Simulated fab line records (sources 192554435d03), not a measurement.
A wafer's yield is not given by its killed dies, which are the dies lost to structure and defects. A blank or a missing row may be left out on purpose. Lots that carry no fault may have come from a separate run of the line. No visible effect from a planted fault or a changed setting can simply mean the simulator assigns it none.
fab line records    flow n5-finfet
record: lots: 5  wafers: 14  last-day: 17
route steps=1938 shown BEOL_M15@1808
lots that met no fault: taken from a fault-free run of the same line
start-h: the number of hours between the record's first day and the start of the first shown wafer of the lot    wait-h: how many hours have passed since the lot's step before this one    " as in the row above    L1.1+2: a single row standing in for several wafers    - either no value or no given start    * or withheld: withheld    < > ~ a bound
route shown NAME@n: a module of which the file shows steps, and the number in the route of the first    usual: mean/standard deviation of fault-free wafers    same: alike in all rows    chamber/n: place in a boat    sites: per-site readings    _std_site: standard deviation of those values    _edge_site: mean of outer sites minus mean of inner sites    radius-mm: for every site, how far away it sits from the centre of the wafer    mask NAME#n: copy n    behind: tool/chamber where the wafer was last shaped    hold: the reason the lot was held/the length of the hold in hours/how it ended    device: names the non-switching transistor (n, p or np)    end of line: at the end of the route, the tests of the same wafers    a step given without rows: its recipe and nothing more    killed: not the wafer's yield, but the dies lost to structure and defects at the first sort    map: dies across one wafer; x = killed, . = not, _ = none there
set.NAME: setting as actually run; set.NAME@STEP: the setting as run at that earlier step    model.NAME: the simulator's own value behind a step, which no gauge read
certain route steps with their lots: each step a table, each wafer a row
services: when a tool's chamber went out of use (start-h, in hours from the record's first day, below 0 if earlier), for how many hours, and the reason
== steps ==
step: N5_BEOL_M15_ETCH_61
recipe: chemistry: N2/H2  target: BARC  target-depth-a: 890  overetch-a: 267  time-s: 67.9  ion-energy-ev: 200  pressure-mtorr: 30  source-w: 840  bias-w: 150  n2-flow-sccm: 200  h2-flow-sccm: 200
usual: bias-w: 150.0/0.43  drypump-motor-current-A: 5.8/0.5  oes-product-au: 0.67/0.054  rf-vpp-V: 523.9/2.2  showerhead-plenum-p-Torr: 2.55/0.081  throttle-valve-pct: 17.93/0.25
lot.wafer  tool         chamber  start-h  wait-h  bias-w  drypump-motor-current-A  oes-product-au  rf-hours-counter-h  rf-vpp-V  showerhead-plenum-p-Torr  throttle-valve-pct
L619.3     rie-diel-05  2        263.71   0.0     150.2   5.2                      0.61            195                 523.8     2.53                      17.88
L619.4     "            0        "        "       150.1   5.7                      0.65            127                 528.0     2.66                      17.66
L619.6     "            3        "        "       150.5   6.3                      0.68            -                   523.5     2.54                      18.26
L627.2     rie-diel-01  0        305.83   0.0     149.9   6.7                      0.69            92                  526.3     2.69                      17.91
L627.5     "            2        "        "       150.0   5.3                      0.74            -                   521.7     2.47                      17.81
L627.6     "            1        "        "       149.7   5.5                      0.70            -                   524.0     2.57                      17.55
L632.2     rie-diel-04  0        329.65   0.0     149.5   6.5                      0.77            20                  526.2     2.61                      17.83
L632.4     "            1        "        "       149.9   5.6                      0.62            165                 523.5     2.55                      18.16
L632.5     "            1        "        "       150.2   5.6                      0.63            -                   524.3     2.55                      18.15
L637.2     rie-diel-01  1        372.04   0.0     150.1   5.5                      0.68            123                 522.8     2.56                      17.58
L637.6     "            1        "        "       150.3   5.5                      0.68            -                   525.0     2.56                      17.59
L639.1     rie-diel-01  3        387.69   0.0     149.9   5.3                      0.66            109                 524.5     2.55                      18.12
L639.4     "            2        "        "       149.7   5.3                      0.72            75                  522.8     2.46                      17.86
L639.6     "            2        "        "       151.1   5.3                      0.72            -                   523.4     2.46                      17.84
step: N5_BEOL_M15_TRENCH_ETCH_34
recipe: chemistry: C4F8/O2/Ar  target: SiO2  target-depth-a: 8729.3  he-inner-torr: 15  he-outer-torr: 30  time-s: 199  ion-energy-ev: 800  pressure-mtorr: 20  source-w: 1905  bias-w: 2040  Ar_flow_sccm: 400  C4F8_flow_sccm: 16  O2_flow_sccm: 12
step: N5_BEOL_M15_STRIP_36
recipe: chemistry: O2  power-w: 600  temp-c: 60  pressure-mtorr: 30  rf-frequency-hz: 6e+07  bias-power-w: 0  overash-fraction: 0.3  o2-flow-sccm: 225
usual: drypump-motor-current-A: 5.8/0.52  oes-product-au: 0.79/0.068  rf-vpp-V: 3.7/0.96  showerhead-plenum-p-Torr: 2.10/0.068  temp-c: 60.00/0.12  throttle-valve-pct: 16.68/0.27
lot.wafer  tool         chamber  start-h  wait-h  drypump-motor-current-A  oes-product-au  rf-hours-counter-h  rf-vpp-V  showerhead-plenum-p-Torr  temp-c  throttle-valve-pct
L619.3     rie-diel-01  0        267.25   3.3     6.7                      0.84            80                  5.5       2.21                      60.17   16.63
L619.4     "            2        "        "       5.3                      0.87            39                  3.5       2.04                      60.08   16.56
L619.6     "            0        "        "       6.7                      0.84            -                   2.5       2.21                      59.89   16.62
L627.2     rie-diel-01  3        308.87   2.8     5.2                      0.80            87                  3.2       2.13                      60.15   16.88
L627.5     "            0        "        "       6.7                      0.82            -                   1.7       2.21                      59.94   16.66
L627.6     "            3        "        "       5.2                      0.82            -                   4.1       2.13                      59.97   16.88
L632.2     rie-diel-05  2        332.04   2.2     5.2                      0.71            215                 4.5       2.07                      60.04   16.58
L632.4     "            0        "        "       5.7                      0.77            143                 3.6       2.19                      59.90   16.46
L632.5     "            2        "        "       5.2                      0.72            -                   2.8       2.07                      60.07   16.59
L637.2     rie-diel-01  0        373.24   1.0     6.7                      0.79            111                 2.7       2.20                      60.27   16.66
L637.6     "            1        "        "       5.5                      0.81            -                   4.2       2.12                      60.18   16.36
L639.1     rie-diel-01  0        389.92   2.0     6.7                      0.80            117                 3.1       2.20                      60.00   16.72
L639.4     "            2        "        "       5.4                      0.82            76                  3.5       2.03                      60.07   16.67
L639.6     "            2        "        "       5.4                      0.83            -                   4.9       2.03                      60.15   16.66
step: N5_BEOL_M15_STRIP_62
recipe: chemistry: O2  power-w: 600  temp-c: 60  pressure-mtorr: 30  rf-frequency-hz: 6e+07  bias-power-w: 0  overash-fraction: 0.3  o2-flow-sccm: 225
step: N5_BEOL_M15_STRIP_37
recipe: chemistry: O2  power-w: 600  temp-c: 60  pressure-mtorr: 30  rf-frequency-hz: 6e+07  bias-power-w: 0  overash-fraction: 0.3  o2-flow-sccm: 225
step: N5_BEOL_M15_ETCH_38
recipe: chemistry: CF4/N2  target: SiCN  target-depth-a: 1064  taper-deg: 2  time-s: 120.5  ion-energy-ev: 150  mask-material: SiO2  pressure-mtorr: 40  source-w: 430  bias-w: 70  Ar_flow_sccm: 100  cf4-flow-sccm: 60  n2-flow-sccm: 60
step: N5_BEOL_M15_PRECLEAN_39
recipe: chemistry: residue-remover  time-s: 60  temp-c: 40
step: N5_BEOL_M15_SRD_40
recipe: time-s: 30  temp-c: 23  rinse-liquid: diw  dry: n2-spin  spin-rpm: 1500  dry-time-s: 30
step: N5_BEOL_M15_DEGAS_41
recipe: ambient: vacuum  temp-c: 300  time-s: 60
usual: heater-power-w: 464/49
lot.wafer  tool            chamber  start-h  wait-h  heater-power-w
L619.3     pvd-sputter-03  -        268.28   0.6     481
L619.4     "               -        "        "       456
L619.6     "               -        "        "       440
L627.2     pvd-sputter-03  -        309.72   0.5     526
L627.5     "               -        "        "       444
L627.6     "               -        "        "       530
L632.2     pvd-sputter-01  -        333.03   0.6     540
L632.4     "               -        "        "       430
L632.5     "               -        "        "       433
L637.2     pvd-sputter-01  -        374.26   0.7     489
L637.6     "               -        "        "       536
L639.1     pvd-sputter-01  -        390.48   0.3     434
L639.4     "               -        "        "       561
L639.6     "               -        "        "       534
step: N5_BEOL_M15_PRE_CLEAN_42
recipe: gas: H2/He  time-s: 30  temp-c: 300
usual: heater-power-w: 464/50
lot.wafer  tool            chamber  start-h  wait-h  heater-power-w
L619.3     pvd-sputter-03  -        268.32   0.0     481
L619.4     "               -        "        "       456
L619.6     "               -        "        "       450
L627.2     pvd-sputter-03  -        309.76   0.0     506
L627.5     "               -        "        "       456
L627.6     "               -        "        "       519
L632.2     pvd-sputter-01  -        333.07   0.0     550
L632.4     "               -        "        "       424
L632.5     "               -        "        "       438
L637.2     pvd-sputter-01  -        374.30   0.0     492
L637.6     "               -        "        "       554
L639.1     pvd-sputter-01  -        390.52   0.0     440
L639.4     "               -        "        "       550
L639.6     "               -        "        "       557
step: N5_BEOL_M15_SPUTTER_43
recipe: material: TaN  target-thk-a: 150  temp-c: 50  bias-v: 168.6  power-w: 15000  chamber-pressure-pa: 0.12  time-s: 24.19
usual: cathode-dc-power-W: 15000/2.9  throttle-valve-pct: 30.3/0.92
lot.wafer  tool            chamber  start-h  wait-h  cathode-dc-power-W  throttle-valve-pct
L619.3     pvd-sputter-03  -        268.36   0.0     14998               29.2
L619.4     "               -        "        "       15007               30.1
L619.6     "               -        "        "       15004               30.1
L627.2     pvd-sputter-03  -        309.80   0.0     15003               32.0
L627.5     "               -        "        "       15002               30.0
L627.6     "               -        "        "       15000               31.8
L632.2     pvd-sputter-01  -        333.11   0.0     15005               29.6
L632.4     "               -        "        "       14997               30.3
L632.5     "               -        "        "       14993               30.6
L637.2     pvd-sputter-01  -        374.34   0.0     15002               31.5
L637.6     "               -        "        "       15000               29.6
L639.1     pvd-sputter-01  -        390.56   0.0     15005               30.6
L639.4     "               -        "        "       14998               29.5
L639.6     "               -        "        "       14999               29.3
step: N5_BEOL_M15_SPUTTER_44
recipe: material: Ta  target-thk-a: 150  temp-c: 50  bias-v: 80  power-w: 15000  chamber-pressure-pa: 0.07  time-s: 24.19
usual: cathode-dc-power-W: 15000/2.6  throttle-valve-pct: 30.3/0.91
lot.wafer  tool            chamber  start-h  wait-h  cathode-dc-power-W  throttle-valve-pct  model.Ta_of_BEOL_M15_SPUTTER_44.thk-nm
L619.3     pvd-sputter-03  -        268.44   0.0     15003               29.4                14.8
L619.4     "               -        "        "       15003               30.3                14.8
L619.6     "               -        "        "       15001               30.0                14.8
L627.2     pvd-sputter-03  -        309.88   0.0     14120               31.6                14.4
L627.5     "               -        "        "       15009               30.0                15.4
L627.6     "               -        "        "       14125               31.7                14.6
L632.2     pvd-sputter-01  -        333.19   0.0     14999               29.6                15
L632.4     "               -        "        "       14998               30.6                14.8
L632.5     "               -        "        "       14997               30.7                14.8
L637.2     pvd-sputter-01  -        374.42   0.0     14999               32.0                15
L637.6     "               -        "        "       15002               29.4                15.2
L639.1     pvd-sputter-01  -        390.64   0.0     15002               30.8                15
L639.4     "               -        "        "       15003               29.4                15.2
L639.6     "               -        "        "       15002               29.5                15.2
step: N5_BEOL_M15_SPUTTER_45
recipe: material: Cu  target-thk-a: 1000  temp-c: -20  bias-v: 60  power-w: 26000  chamber-pressure-pa: 0.13  time-s: 16.67
== services ==
tool            chamber  start-h  hours  kind
pvd-sputter-01  -        265.60   4.9    repair
rie-diel-01     1        286.80   6.7    repair
rie-diel-05     0        300.39   21.1   repair
rie-diel-05     2        303.66   4.9    repair
rie-diel-05     0        334.70   17.2   repair
pvd-sputter-03  -        352.94   1.0    repair
rie-diel-01     3        375.65   2.5    repair
== key ==
first-sign: step: N5_BEOL_M15_SPUTTER_44  reading: cathode-dc-power-W  direction: down  sigmas: 99+  usual: *  struck: *
effect none on later readings
model-effect: step: N5_BEOL_M15_SPUTTER_44  value: Ta_of_BEOL_M15_SPUTTER_44.thk-nm  without: 15.3  struck: 14.5
met-at N5_BEOL_M15_SPUTTER_44
struck-wafers L627.2,L627.6
baseline-loss: step: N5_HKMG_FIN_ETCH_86  wafers: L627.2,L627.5
fault: kind: process-parameter-drift  tool: pvd-sputter-03  chamber: -  onset-h: 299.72  steps: N5_BEOL_M15_SPUTTER_44  channel: power-w  offset: *  shape: step  end-h: 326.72  acts-in: *  stated: *  scope: struck-wafers-only
baseline-loss: these wafers lose ten dies or more at that step, a loss of the line's own and not of a fault; the sort's usual values leave them out
